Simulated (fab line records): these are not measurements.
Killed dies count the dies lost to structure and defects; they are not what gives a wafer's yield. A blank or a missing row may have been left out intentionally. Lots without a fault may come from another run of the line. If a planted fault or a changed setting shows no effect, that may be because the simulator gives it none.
Comparing a struck lot with a sound one :: flow nandHarc :: 12 out of 1302 route steps
Sound: these wafers, L576.1, L576.5, L576.6. Struck: wafer L572.1 (left out: L572.2, L572.5 of the same lot, which were not struck); the cause appears at the end.
Each step with rows lists, per side, the tool, then ch with its chambers, then its first start. Under that, the readings that differ: sound wafers :: struck wafers :: difference of the means :: sigmas: that difference in standard deviations of wafers without a fault.
alike: readings with means less than 2 such deviations apart, plus words and numbers identical on both sides. not compared: withheld readings, readings lacking a value on some wafer, bounds such as >300 that could conceal the same value, and numbers that have no deviation in the record and whose values overlap.
Wherever a step has rows on one side only, a row that says differs or no value, or a row with sigmas, the two part there. When numbers do not overlap yet have no deviation, they are printed without sigmas and do not part them. Lack of a reading on every wafer of one side parts them only where that side has two or more wafers.

first, 1 step without rows for these wafers: NHARC_A_SLIT_SRD_20.
NHARC_A_SLIT_CD_MEAS_21:
  sound: cdSem-02 at day 28 08:13; struck: cdSem-02 at day 26 13:11
reading: cdNm (nm)
sound: 290.2 291.0 289.9
struck: 288.0
difference: -2.4
sigmas: -2
then, 3 steps without rows for these wafers: NHARC_A_SIN_REMOVE_WET_00 (chemistry H3PO4, time 15300 s); NHARC_A_SIN_REMOVE_PRECLEAN_01 (cleans in SC1); NHARC_A_SIN_REMOVE_SRD_02.
NHARC_A_SIN_REMOVE_INSPECT_04:
  sound: defectInspect-02 at day 28 14:46; struck: defectInspect-02 at day 26 18:34
  alike: rawDefectCount
NHARC_A_WL_FILL_ALD_00: deposits Al2O3, target thk 3 nm, pulse time 3 s, ald cycles 30.
  sound on aldHk-03 ch 1,2,3, day 28 15:46; struck on aldHk-01 ch 1, day 26 18:49
  alike: heaterPowerW, precursorPulseHeightRel
NHARC_A_WL_FILL_RTA_01: time 5 s.
  sound on rtpAnneal-02 ch 0, day 28 15:58; struck on rtpAnneal-01 ch 0, day 26 19:04
reading: lampPowerPct (%)
sound: 28.0 28.0 28.0
struck: 26.9
difference: -1.1
sigmas: -2

reading: lamp_zone_7_pct (%)
sound: 28.5 28.4 28.5
struck: 27.4
difference: -1.1
sigmas: -2

reading: wafer_temp_C_max
sound: 1005.0 1005.1 1004.9
struck: 1003.5
difference: -1.5
sigmas: -2
NHARC_A_WL_FILL_ALD_02: deposits TiN, target thk 2 nm, pulse time 3 s, ald cycles 100.
  sound on aldMetal-01 ch 0,1,3, day 28 16:18; struck on aldMetal-04 ch 0, day 26 19:20
  alike: heaterPowerW, precursorPulseHeightRel
NHARC_A_WL_FILL_CVD_03: deposits W, target thk 40 nm, time 279 s.
  sound on cvdW-02 ch 0,1, day 28 16:40; struck on cvdW-02 ch 0, day 26 19:43
  alike: chamberPressureTorr, heaterPowerW, throttleValvePct
NHARC_A_WL_FILL_ETCHBACK_04: etches the open film in NF3, target depth 60 nm, time 120 s.
  sound on rieMetal-01 ch 0,1, day 28 16:59; struck on rieMetal-03 ch 1, day 26 20:05
reading: oesProductAu (a.u.)
sound: 1.016 1.005 0.991
struck: 0.775
difference: -0.229
sigmas: -21
  alike: drypumpMotorCurrentA
  not compared: rfHoursCounterH
NHARC_A_WL_FILL_ETCHBACK_05: etches the open film in Cl2/BCl3, target depth 22 nm, time 60 s.
  sound on rieMetal-01 ch 0,1, day 28 17:14; struck on rieMetal-03 ch 1, day 26 20:19
  alike: drypumpMotorCurrentA, oesProductAu
  not compared: rfHoursCounterH

## WHERE THEY PART
Earliest at NHARC_A_SLIT_CD_MEAS_21; latest, in this record, at NHARC_A_WL_FILL_ETCHBACK_04. Later steps at which nothing parts them and some readings are alike: NHARC_A_WL_FILL_ETCHBACK_05.

WHY: the cause the simulator had injected
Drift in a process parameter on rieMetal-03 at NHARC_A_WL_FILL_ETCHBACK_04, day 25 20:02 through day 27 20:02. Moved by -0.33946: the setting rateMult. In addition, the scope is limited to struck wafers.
